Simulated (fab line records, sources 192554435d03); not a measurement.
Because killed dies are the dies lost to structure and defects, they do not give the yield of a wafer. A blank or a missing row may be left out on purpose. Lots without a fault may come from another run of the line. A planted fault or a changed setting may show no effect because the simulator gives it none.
fab line records + flow n5-finfet
[record]
- lots = 7
- wafers = 39
route steps=1938 shown DUMMY_GATE@243 SD_EPI_P@321 SD_ACTIVATION@330 HKMG_FIN@403 MOL_CONTACT_COAG@551
start-h: start of the lot's first displayed wafer, in hours after the record's first day + wait-h: hours since the lot's step before + " repeats the value in the row above + L1.1+2: one row covering several wafers at once + - either no value or no given start + * or withheld: withheld + < > ~ a bound
route shown NAME@n: names a module that has steps shown in the file, with the first one's number in the route + usual: the fault-free wafers' mean and standard deviation + same: alike in all rows + chamber/n: place in a boat + sites: the reading at each site + _std_site: how widely they spread, as a standard deviation + _edge_site: mean of outer sites minus mean of inner sites + radius-mm: for every site, how far away it sits from the centre of the wafer + mask NAME#n: copy n + behind: the tool/chamber that last shaped the wafer + hold: the reason the lot was held/the length of the hold in hours/how it ended + device: whichever transistor did not switch (one of n, p or np) + end of line: tests run on the same wafers once the route is complete + step lacking rows: just its recipe + killed: count of dies lost to structure and defects at first sort (not the wafer's yield) + map: per-die view of a wafer (x killed, . not killed, _ where there is no die)
set.NAME: the setting the step ran with; set.NAME@STEP: the setting that earlier step ran with + model.NAME: the simulator's own value behind a step, which no gauge read
lots where settings were altered on purpose, with a table for each step and a row for each wafer
[[steps]]
[step N5_DUMMY_GATE_ETCH_31]
[recipe]
- chemistry = C4F6/O2
- target = SiO2
- mask-material = SOC
- target-depth-a = 825
- time-s = 27.5
- ion-energy-ev = 250
- pressure-mtorr = 30
- source-w = 345
- bias-w = 185
- Ar_flow_sccm = 300
- C4F6_flow_sccm = 10
- O2_flow_sccm = 10
| lot.wafer | tool        | chamber | start-h | wait-h | set.target-depth-a | model.etch.depth-nm | model.SOC_of_DUMMY_GATE_COAT_34.thk-nm |
|-----------|-------------|---------|---------|--------|--------------------|---------------------|----------------------------------------|
| L076.1    | rie-diel-02 | 3       | 59.07   | 0.0    | 825                | 80.78               | 52.2                                   |
| L076.2    | "           | 2       | "       | "      | 825                | 82.25               | 52                                     |
| L076.3    | "           | 0       | "       | "      | 825                | 84.05               | 51.8                                   |
| L076.4    | "           | 1       | "       | "      | 825                | 82.75               | 52                                     |
| L076.5    | "           | 0       | "       | "      | 825                | 84.45               | 51.8                                   |
| L076.6    | "           | 1       | "       | "      | 825                | 82.79               | 51.8                                   |
| L082.1    | rie-diel-03 | 2       | 94.82   | 0.2    | 825                | 80.53               | 52                                     |
| L082.3    | "           | 1       | "       | "      | 825                | 80.45               | 52                                     |
| L082.5    | "           | 1       | "       | "      | 825                | 80.13               | 52                                     |
| L083.1    | rie-diel-06 | 3       | 102.03  | 0.0    | 871.9              | 87.02               | 51.2                                   |
| L083.2    | "           | 2       | "       | "      | 825                | 82.02               | 51.8                                   |
| L083.3    | "           | 0       | "       | "      | 871.9              | 85.48               | 51.4                                   |
| L083.4    | "           | 0       | "       | "      | 871.9              | 85.89               | 51.4                                   |
| L083.5    | "           | 3       | "       | "      | 825                | 82.18               | 51.8                                   |
| L083.6    | "           | 2       | "       | "      | 825                | 82.48               | 51.6                                   |
| L084.1    | rie-diel-03 | 2       | 107.64  | 0.0    | 825                | 80.29               | 51.8                                   |
| L084.2    | "           | 3       | "       | "      | 825                | 79.87               | 51.8                                   |
| L084.3    | "           | 1       | "       | "      | 738.7              | 72.57               | 52.6                                   |
| L084.4    | "           | 1       | "       | "      | 825                | 81.07               | 51.6                                   |
| L084.5    | "           | 3       | "       | "      | 738.7              | 71.58               | 52.8                                   |
| L084.6    | "           | 2       | "       | "      | 738.7              | 72.48               | 52.8                                   |
| L089.1    | rie-diel-06 | 3       | 141.32  | 0.1    | 825                | 81.57               | 51.8                                   |
| L089.2    | "           | 0       | "       | "      | 869.4              | 85.54               | 51.6                                   |
| L089.3    | "           | 1       | "       | "      | 869.4              | 88.66               | 51.2                                   |
| L089.4    | "           | 2       | "       | "      | 825                | 82.27               | 51.8                                   |
| L089.5    | "           | 3       | "       | "      | 869.4              | 86.68               | 51.6                                   |
| L089.6    | "           | 0       | "       | "      | 825                | 81.51               | 52                                     |
| L091.1    | rie-diel-06 | 1       | 150.62  | 0.1    | 772.4              | 79.86               | 52.2                                   |
| L091.2    | "           | 2       | "       | "      | 825                | 83.19               | 51.8                                   |
| L091.3    | "           | 3       | "       | "      | 825                | 83.44               | 51.8                                   |
| L091.4    | "           | 0       | "       | "      | 772.4              | 76.92               | 52.4                                   |
| L091.5    | "           | 1       | "       | "      | 825                | 85.5                | 51.6                                   |
| L091.6    | "           | 2       | "       | "      | 772.4              | 77.94               | 52.2                                   |
| L095.1    | rie-diel-02 | 3       | 173.38  | 0.0    | 750.3              | 77.61               | 52                                     |
| L095.2    | "           | 0       | "       | "      | 825                | 82.62               | 51.8                                   |
| L095.3    | "           | 2       | "       | "      | 750.3              | 73.19               | 52.6                                   |
| L095.4    | "           | 1       | "       | "      | 825                | 82.77               | 51.6                                   |
| L095.5    | "           | 1       | "       | "      | 750.3              | 75.04               | 52.4                                   |
| L095.6    | "           | 2       | "       | "      | 825                | 80.58               | 51.6                                   |
[step N5_SD_EPI_P_EPI_21]
[recipe]
- material = SiGe:B
- dopant = B
- temp-c = 550
- pressure-torr = 20
- ambient = H2
- time-s = 355
| lot.wafer | tool         | chamber | start-h | wait-h | set.epi-growth-time-s | model.SiGe-B_of_SD_EPI_P_EPI_21.thk-nm |
|-----------|--------------|---------|---------|--------|-----------------------|----------------------------------------|
| L076.1    | epi-rpcvd-02 | 0       | 66.67   | 0.1    | 355                   | 61.8                                   |
| L076.2    | "            | 0       | "       | "      | 387.1                 | 63.8                                   |
| L076.3    | "            | 0       | "       | "      | 387.1                 | 65                                     |
| L076.4    | "            | 0       | "       | "      | 355                   | 60.4                                   |
| L076.5    | "            | 0       | "       | "      | 387.1                 | 64.8                                   |
| L076.6    | "            | 0       | "       | "      | 355                   | 61.6                                   |
| L082.1    | epi-rpcvd-02 | 0       | 105.09  | 0.1    | 355                   | 62                                     |
| L082.3    | "            | 0       | "       | "      | 355                   | 61.2                                   |
| L082.5    | "            | 0       | "       | "      | 355                   | 61.4                                   |
| L083.1    | epi-rpcvd-02 | 0       | 109.81  | 0.1    | 342.2                 | 60                                     |
| L083.2    | "            | 0       | "       | "      | 342.2                 | 59.8                                   |
| L083.3    | "            | 0       | "       | "      | 355                   | 60.4                                   |
| L083.4    | "            | 0       | "       | "      | 355                   | 61.4                                   |
| L083.5    | "            | 0       | "       | "      | 355                   | 60.8                                   |
| L083.6    | "            | 0       | "       | "      | 342.2                 | 59                                     |
| L084.1    | epi-rpcvd-02 | 0       | 118.46  | 0.1    | 382.4                 | 64.2                                   |
| L084.2+3  | "            | 0       | "       | "      | 382.4                 | 63.8                                   |
| L084.4    | "            | 0       | "       | "      | 355                   | 60.2                                   |
| L084.5+6  | "            | 0       | "       | "      | 355                   | 60.6                                   |
| L089.1    | epi-rpcvd-04 | 0       | 149.66  | 0.1    | 355                   | 61.4                                   |
| L089.2    | "            | 0       | "       | "      | 355                   | 62.4                                   |
| L089.3    | "            | 0       | "       | "      | 343                   | 61                                     |
| L089.4    | "            | 0       | "       | "      | 355                   | 61.6                                   |
| L089.5    | "            | 0       | "       | "      | 343                   | 60.4                                   |
| L089.6    | "            | 0       | "       | "      | 343                   | 60.2                                   |
| L091.1    | epi-rpcvd-02 | 0       | 158.47  | 0.1    | 333.6                 | 58.8                                   |
| L091.2    | "            | 0       | "       | "      | 355                   | 61                                     |
| L091.3    | "            | 0       | "       | "      | 333.6                 | 58.6                                   |
| L091.4    | "            | 0       | "       | "      | 333.6                 | 58                                     |
| L091.5    | "            | 0       | "       | "      | 355                   | 61.6                                   |
| L091.6    | "            | 0       | "       | "      | 355                   | 61.8                                   |
| L095.1    | epi-rpcvd-01 | 0       | 182.57  | 0.1    | 319.9                 | 55.6                                   |
| L095.2+6  | "            | 0       | "       | "      | 355                   | 60.2                                   |
| L095.3    | "            | 0       | "       | "      | 355                   | 59.8                                   |
| L095.4    | "            | 0       | "       | "      | 319.9                 | 55.8                                   |
| L095.5    | "            | 0       | "       | "      | 319.9                 | 56.6                                   |
[step N5_SD_EPI_P_HM_STRIP_48]
[recipe]
- chemistry = H3PO4
- temp-c = 160
- material = SiNx
- target = SiNx
- target-depth-a = 30
- overetch-fraction = 0.3
[step N5_SD_ACTIVATION_RTA_00]
[recipe]
- temp-c = 975
- time-s = 0
- ambient = N2
- idle-temp-c = 600
- ramp-up-c-per-s = 150
- ramp-down-c-per-s = 60
- cool-to-c = 600
[step N5_SD_ACTIVATION_LSA_01]
[recipe]
- temp-c = 1080
- time-s = 0.0008
- ambient = N2
[step N5_SD_ACTIVATION_RS_MEAS_03]
[recipe]
- thk-meas-gauge = four-point-probe
[usual]
- RS_SD_N = 21.94/0.27
- RS_SD_P = 56.0/0.7
| lot.wafer | tool          | chamber | start-h | wait-h | set.epi-growth-time-s@SD_EPI_P_EPI_21 | RS_SD_N[ohm/sq] | RS_SD_P[ohm/sq] |
|-----------|---------------|---------|---------|--------|---------------------------------------|-----------------|-----------------|
| L076.1    | film-metro-01 | -       | 69.48   | 0.2    | 355                                   | 22.08           | 55.5            |
| L076.2    | "             | -       | "       | "      | 387.1                                 | 21.83           | 53.6            |
| L076.3    | "             | -       | "       | "      | 387.1                                 | 22.01           | 52.4            |
| L076.4    | "             | -       | "       | "      | 355                                   | 22.09           | 56.6            |
| L076.5    | "             | -       | "       | "      | 387.1                                 | 21.71           | 52.7            |
| L076.6    | "             | -       | "       | "      | 355                                   | 21.65           | 55.5            |
| L082.1    | film-metro-01 | -       | 107.89  | 0.2    | 355                                   | 22.36           | 55.3            |
| L082.3    | "             | -       | "       | "      | 355                                   | 22.66           | 56.2            |
| L082.5    | "             | -       | "       | "      | 355                                   | 22.35           | 55.7            |
| L083.1    | film-metro-02 | -       | 112.80  | 0.2    | 342.2                                 | 21.67           | 56.6            |
| L083.2    | "             | -       | "       | "      | 342.2                                 | 21.79           | 57.0            |
| L083.3    | "             | -       | "       | "      | 355                                   | 21.78           | 56.3            |
| L083.4    | "             | -       | "       | "      | 355                                   | 21.66           | 55.1            |
| L083.5    | "             | -       | "       | "      | 355                                   | 21.89           | 55.6            |
| L083.6    | "             | -       | "       | "      | 342.2                                 | 21.79           | 57.4            |
| L084.1    | film-metro-02 | -       | 121.30  | 0.2    | 382.4                                 | 21.81           | 53.5            |
| L084.2    | "             | -       | "       | "      | 382.4                                 | 22.33           | 53.5            |
| L084.3    | "             | -       | "       | "      | 382.4                                 | 21.99           | 53.4            |
| L084.4    | "             | -       | "       | "      | 355                                   | 22.35           | 57.1            |
| L084.5    | "             | -       | "       | "      | 355                                   | 22.39           | 56.8            |
| L084.6    | "             | -       | "       | "      | 355                                   | 22.17           | 56.6            |
| L089.1    | film-metro-02 | -       | 152.54  | 0.2    | 355                                   | 21.87           | 55.6            |
| L089.2    | "             | -       | "       | "      | 355                                   | 22.21           | 54.9            |
| L089.3    | "             | -       | "       | "      | 343                                   | 21.94           | 56.2            |
| L089.4    | "             | -       | "       | "      | 355                                   | 21.84           | 55.6            |
| L089.5    | "             | -       | "       | "      | 343                                   | 21.92           | 56.1            |
| L089.6    | "             | -       | "       | "      | 343                                   | 22.07           | 57.2            |
| L091.1    | film-metro-01 | -       | 161.31  | 0.2    | 333.6                                 | 22.22           | 58.2            |
| L091.2    | "             | -       | "       | "      | 355                                   | 21.90           | 56.4            |
| L091.3    | "             | -       | "       | "      | 333.6                                 | 21.95           | 58.5            |
| L091.4    | "             | -       | "       | "      | 333.6                                 | 22.08           | 58.8            |
| L091.5    | "             | -       | "       | "      | 355                                   | 22.08           | 55.3            |
| L091.6    | "             | -       | "       | "      | 355                                   | 22.10           | 55.0            |
| L095.1    | film-metro-02 | -       | 185.38  | 0.2    | 319.9                                 | 21.80           | 61.8            |
| L095.2    | "             | -       | "       | "      | 355                                   | 21.56           | 56.6            |
| L095.3    | "             | -       | "       | "      | 355                                   | 21.54           | 57.5            |
| L095.4    | "             | -       | "       | "      | 319.9                                 | 21.82           | 61.0            |
| L095.5    | "             | -       | "       | "      | 319.9                                 | 21.73           | 59.9            |
| L095.6    | "             | -       | "       | "      | 355                                   | 21.86           | 56.4            |
[step N5_HKMG_FIN_ETCH_55]
[recipe]
- chemistry = N2/H2
- target = SOC
- target-depth-a = 2400
- temp-c = 40
- time-s = 300
- ion-energy-ev = 200
- mask-material = SiARC
- pressure-mtorr = 30
- source-w = 840
- bias-w = 150
- n2-flow-sccm = 200
- h2-flow-sccm = 200
| lot.wafer | tool        | chamber | start-h | wait-h | set.time-s | model.etch.depth-nm | model.HKMG_FIN.feature-depth-nm | model.SiARC_of_HKMG_FIN_COAT_42.thk-nm |
|-----------|-------------|---------|---------|--------|------------|---------------------|---------------------------------|----------------------------------------|
| L076.1    | rie-diel-04 | 0       | 82.60   | 0.0    | 300        | 239.5               | 239.6                           | 21.4                                   |
| L076.2    | "           | 3       | "       | "      | 366        | 292.2               | 292.2                           | 18.6                                   |
| L076.3    | "           | 2       | "       | "      | 300        | 240.7               | 240.6                           | 21.6                                   |
| L076.4    | "           | 1       | "       | "      | 300        | 245.4               | 245.4                           | 21                                     |
| L076.5    | "           | 3       | "       | "      | 366        | 292.6               | 292.6                           | 18.4                                   |
| L076.6    | "           | 0       | "       | "      | 366        | 292                 | 292                             | 18.2                                   |
| L082.1    | rie-diel-01 | 3       | 123.76  | 0.0    | 300        | 240.3               | 240.4                           | 21.2                                   |
| L082.3    | "           | 2       | "       | "      | 300        | 238.8               | 238.8                           | 21.2                                   |
| L082.5    | "           | 3       | "       | "      | 300        | 238                 | 238                             | 21.4                                   |
| L083.1    | rie-diel-01 | 3       | 126.07  | 0.0    | 233.4      | 186.2               | 186.2                           | 24.4                                   |
| L083.2    | "           | 0       | "       | "      | 300        | 238.5               | 238.4                           | 21.4                                   |
| L083.3    | "           | 1       | "       | "      | 233.4      | 187.7               | 187.8                           | 24.2                                   |
| L083.4    | "           | 2       | "       | "      | 300        | 237.4               | 237.4                           | 21.6                                   |
| L083.5    | "           | 3       | "       | "      | 233.4      | 185.5               | 185.6                           | 24.4                                   |
| L083.6    | "           | 2       | "       | "      | 300        | 239.1               | 239.2                           | 21.4                                   |
| L084.1    | rie-diel-05 | 1       | 134.19  | 0.0    | 300        | 233.8               | 233.8                           | 21.6                                   |
| L084.2    | "           | 3       | "       | "      | 300        | 237.9               | 237.8                           | 21.4                                   |
| L084.3    | "           | 0       | "       | "      | 300        | 234.1               | 234.2                           | 21.6                                   |
| L084.4    | "           | 2       | "       | "      | 300        | 236.2               | 236.2                           | 21.6                                   |
| L084.5    | "           | 2       | "       | "      | 300        | 236                 | 236                             | 21.6                                   |
| L084.6    | "           | 3       | "       | "      | 300        | 237.6               | 237.6                           | 21.4                                   |
| L089.1    | rie-diel-01 | 2       | 165.51  | 0.0    | 300        | 239.9               | 240                             | 21.2                                   |
| L089.2    | "           | 0       | "       | "      | 300        | 242.4               | 242.4                           | 21.2                                   |
| L089.3    | "           | 3       | "       | "      | 300        | 241.3               | 241.2                           | 21.2                                   |
| L089.4    | "           | 1       | "       | "      | 300        | 246.6               | 246.6                           | 20.8                                   |
| L089.5    | "           | 2       | "       | "      | 300        | 238.9               | 239                             | 21.4                                   |
| L089.6    | "           | 1       | "       | "      | 300        | 243.2               | 243.2                           | 21                                     |
| L091.1    | rie-diel-05 | 3       | 174.92  | 0.1    | 228        | 181.2               | 181.2                           | 24.6                                   |
| L091.2    | "           | 2       | "       | "      | 300        | 238.6               | 238.6                           | 21.4                                   |
| L091.3    | "           | 3       | "       | "      | 300        | 238.8               | 238.8                           | 21.2                                   |
| L091.4    | "           | 2       | "       | "      | 228        | 179.9               | 179.8                           | 24.8                                   |
| L091.5    | "           | 2       | "       | "      | 228        | 181                 | 181                             | 24.6                                   |
| L091.6    | "           | 3       | "       | "      | 300        | 237                 | 237                             | 21.4                                   |
| L095.1    | rie-diel-04 | 1       | 199.38  | 0.0    | 300        | 241.8               | 241.8                           | 21.2                                   |
| L095.2    | "           | 2       | "       | "      | 300        | 238.1               | 238                             | 21.6                                   |
| L095.3    | "           | 0       | "       | "      | 300        | 231.7               | 231.6                           | 21.8                                   |
| L095.4    | "           | 3       | "       | "      | 254        | 199.8               | 199.8                           | 23.6                                   |
| L095.5    | "           | 0       | "       | "      | 254        | 196.1               | 196.2                           | 23.8                                   |
| L095.6    | "           | 1       | "       | "      | 254        | 205.6               | 205.6                           | 23.2                                   |
[step N5_HKMG_FIN_ETCH_31]
[recipe]
- chemistry = CF4
- target = SiARC
- target-depth-a = 455
- mask-material = CAR-ArF
- time-s = 75.8
- ion-energy-ev = 80
- pressure-mtorr = 40
- source-w = 545
- bias-w = 36
- Ar_flow_sccm = 100
- cf4-flow-sccm = 100
- ends = cleared
[usual]
- etch-rf-on-time-s = 76.3/1
- rf-vpp-V = 184.2/1.2
| lot.wafer | tool        | chamber | start-h | wait-h | set.bias-w | etch-rf-on-time-s | rf-vpp-V |
|-----------|-------------|---------|---------|--------|------------|-------------------|----------|
| L076.1    | rie-diel-04 | 2       | 86.60   | 0.0    | 36         | 76.3              | 184.4    |
| L076.2    | "           | 0       | "       | "      | 36         | 76.2              | 181.6    |
| L076.3    | "           | 3       | "       | "      | 31.31      | 80.6              | 168.8    |
| L076.4    | "           | 1       | "       | "      | 31.31      | 77.9              | 168.7    |
| L076.5    | "           | 2       | "       | "      | 31.31      | 79.7              | 169.2    |
| L076.6    | "           | 1       | "       | "      | 36         | 74.6              | 184.5    |
| L082.1    | rie-diel-05 | 1       | 127.32  | 0.0    | 36         | 77.8              | 185.2    |
| L082.3    | "           | 2       | "       | "      | 36         | 76.7              | 183.4    |
| L082.5    | "           | 3       | "       | "      | 36         | 76.3              | 186.8    |
| L083.1    | rie-diel-04 | 3       | 129.37  | 0.0    | 41.67      | 73.4              | 203.5    |
| L083.2    | "           | 1       | "       | "      | 41.67      | 70.8              | 200.9    |
| L083.3    | "           | 2       | "       | "      | 36         | 75.9              | 185.6    |
| L083.4    | "           | 0       | "       | "      | 41.67      | 72.8              | 202.2    |
| L083.5    | "           | 2       | "       | "      | 36         | 76.6              | 185.7    |
| L083.6    | "           | 1       | "       | "      | 36         | 74.5              | 186.2    |
| L084.1    | rie-diel-05 | 0       | 137.57  | 0.0    | 41.35      | 74.6              | 200.6    |
| L084.2    | "           | 3       | "       | "      | 36         | 76.3              | 185.4    |
| L084.3    | "           | 2       | "       | "      | 36         | 76.5              | 184.9    |
| L084.4    | "           | 1       | "       | "      | 36         | 77.2              | 184.0    |
| L084.5    | "           | 2       | "       | "      | 41.35      | 73.2              | 201.1    |
| L084.6    | "           | 1       | "       | "      | 41.35      | 73.9              | 202.9    |
| L089.1    | rie-diel-04 | 2       | 169.37  | 0.0    | 36         | 75.3              | 184.7    |
| L089.2    | "           | 0       | "       | "      | 42.69      | 73.0              | 203.7    |
| L089.3    | "           | 3       | "       | "      | 42.69      | 72.3              | 205.0    |
| L089.4    | "           | 2       | "       | "      | 36         | 75.9              | 184.6    |
| L089.5    | "           | 3       | "       | "      | 36         | 76.7              | 184.5    |
| L089.6    | "           | 0       | "       | "      | 42.69      | 73.2              | 204.1    |
| L091.1    | rie-diel-04 | 3       | 178.72  | 0.0    | 32.09      | 78.6              | 172.8    |
| L091.2    | "           | 0       | "       | "      | 32.09      | 79.0              | 169.5    |
| L091.3    | "           | 1       | "       | "      | 36         | 73.6              | 183.5    |
| L091.4    | "           | 0       | "       | "      | 36         | 76.0              | 182.3    |
| L091.5    | "           | 1       | "       | "      | 36         | 74.9              | 184.7    |
| L091.6    | "           | 3       | "       | "      | 32.09      | 78.2              | 171.3    |
| L095.1    | rie-diel-05 | 3       | 202.67  | 0.0    | 36         | 76.2              | 185.1    |
| L095.2    | "           | 2       | "       | "      | 33.43      | 78.0              | 175.3    |
| L095.3    | "           | 0       | "       | "      | 33.43      | 79.4              | 175.0    |
| L095.4    | "           | 1       | "       | "      | 36         | 75.9              | 185.1    |
| L095.5    | "           | 3       | "       | "      | 33.43      | 78.1              | 177.9    |
| L095.6    | "           | 0       | "       | "      | 36         | 78.1              | 184.1    |
[step N5_MOL_CONTACT_COAG_SPUTTER_130]
[recipe]
- material = Co
- target-thk-a = 475
- temp-c = 25
- chamber-pressure-pa = 0.5
- power-w = 3000
| lot.wafer  | tool           | chamber | start-h | wait-h | set.power-w | model.Co_of_MOL_CONTACT_COAG_SPUTTER_130.thk-nm |
|------------|----------------|---------|---------|--------|-------------|-------------------------------------------------|
| L076.1     | pvd-sputter-01 | -       | 106.89  | 0.0    | 3240        | 51.4                                            |
| L076.2     | "              | -       | "       | "      | 3000        | 47.6                                            |
| L076.3     | "              | -       | "       | "      | 3240        | 51.2                                            |
| L076.4     | "              | -       | "       | "      | 3000        | 47.4                                            |
| L076.5     | "              | -       | "       | "      | 3240        | 51.6                                            |
| L076.6     | "              | -       | "       | "      | 3000        | 47.2                                            |
| L082.1     | pvd-sputter-01 | -       | 143.70  | 0.0    | 3000        | 46.8                                            |
| L082.3     | "              | -       | "       | "      | 3000        | 47.2                                            |
| L082.5     | "              | -       | "       | "      | 3000        | 47                                              |
| L083.1     | pvd-sputter-01 | -       | 147.82  | 0.0    | 3000        | 47.2                                            |
| L083.2     | "              | -       | "       | "      | 3000        | 47                                              |
| L083.3+4   | "              | -       | "       | "      | 3249        | 51.4                                            |
| L083.5     | "              | -       | "       | "      | 3000        | 47.4                                            |
| L083.6     | "              | -       | "       | "      | 3249        | 51.8                                            |
| L084.1     | pvd-sputter-01 | -       | 154.80  | 0.0    | 2564        | 40.8                                            |
| L084.2+5   | "              | -       | "       | "      | 3000        | 47.8                                            |
| L084.3     | "              | -       | "       | "      | 2564        | 41                                              |
| L084.4     | "              | -       | "       | "      | 2564        | 41.2                                            |
| L084.6     | "              | -       | "       | "      | 3000        | 48                                              |
| L089.1+3   | pvd-sputter-02 | -       | 186.20  | 0.0    | 3000        | 48                                              |
| L089.2     | "              | -       | "       | "      | 3000        | 47.8                                            |
| L089.4+5+6 | "              | -       | "       | "      | 3484        | 55.4                                            |
| L091.1     | pvd-sputter-01 | -       | 201.20  | 0.0    | 3000        | 46.8                                            |
| L091.2+6   | "              | -       | "       | "      | 3000        | 47.8                                            |
| L091.3     | "              | -       | "       | "      | 3000        | 47.2                                            |
| L091.4+5   | "              | -       | "       | "      | 3000        | 47.4                                            |
| L095.1+6   | pvd-sputter-01 | -       | 219.89  | 0.0    | 3000        | 48                                              |
| L095.2+4+5 | "              | -       | "       | "      | 3000        | 47.6                                            |
| L095.3     | "              | -       | "       | "      | 3000        | 47                                              |
[[key]]
[split]
- step = N5_DUMMY_GATE_ETCH_31
- setting = target-depth-a
- stated = 825
- by = wafer
[response]
- step = N5_DUMMY_GATE_ETCH_31
- reading = model.etch.depth-nm
- change = +0.796
- per = 1%
- r = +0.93
[response]
- step = N5_DUMMY_GATE_ETCH_31
- reading = model.SOC_of_DUMMY_GATE_COAT_34.thk-nm
- change = -0.0829
- per = 1%
- r = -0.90
[split]
- step = N5_SD_EPI_P_EPI_21
- setting = epi-growth-time-s
- stated = 355
- by = wafer
[response]
- step = N5_SD_EPI_P_EPI_21
- reading = model.SiGe-B_of_SD_EPI_P_EPI_21.thk-nm
- change = +0.412
- per = 1%
- r = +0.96
[response]
- step = N5_SD_ACTIVATION_RS_MEAS_03
- reading = RS_SD_P
- change = -0.397
- per = 1%
- r = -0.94
[split]
- step = N5_HKMG_FIN_ETCH_55
- setting = time-s
- stated = 300
- by = wafer
[response]
- step = N5_HKMG_FIN_ETCH_55
- reading = model.etch.depth-nm
- change = +2.35
- per = 1%
- r = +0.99
[response]
- step = N5_HKMG_FIN_ETCH_55
- reading = model.HKMG_FIN.feature-depth-nm
- change = +2.35
- per = 1%
- r = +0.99
[response]
- step = N5_HKMG_FIN_ETCH_55
- reading = model.SiARC_of_HKMG_FIN_COAT_42.thk-nm
- change = -0.134
- per = 1%
- r = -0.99
[split]
- step = N5_HKMG_FIN_ETCH_31
- setting = bias-w
- stated = 36
- by = wafer
[response]
- step = N5_HKMG_FIN_ETCH_31
- reading = etch-rf-on-time-s
- change = *
- per = 1%
- r = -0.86
[response]
- step = N5_HKMG_FIN_ETCH_31
- reading = rf-vpp-V
- change = +1.09
- per = 1%
- r = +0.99
[split]
- step = N5_MOL_CONTACT_COAG_SPUTTER_130
- setting = power-w
- stated = 3000
- by = wafer
[response]
- step = N5_MOL_CONTACT_COAG_SPUTTER_130
- reading = model.Co_of_MOL_CONTACT_COAG_SPUTTER_130.thk-nm
- change = +0.477
- per = 1%
- r = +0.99
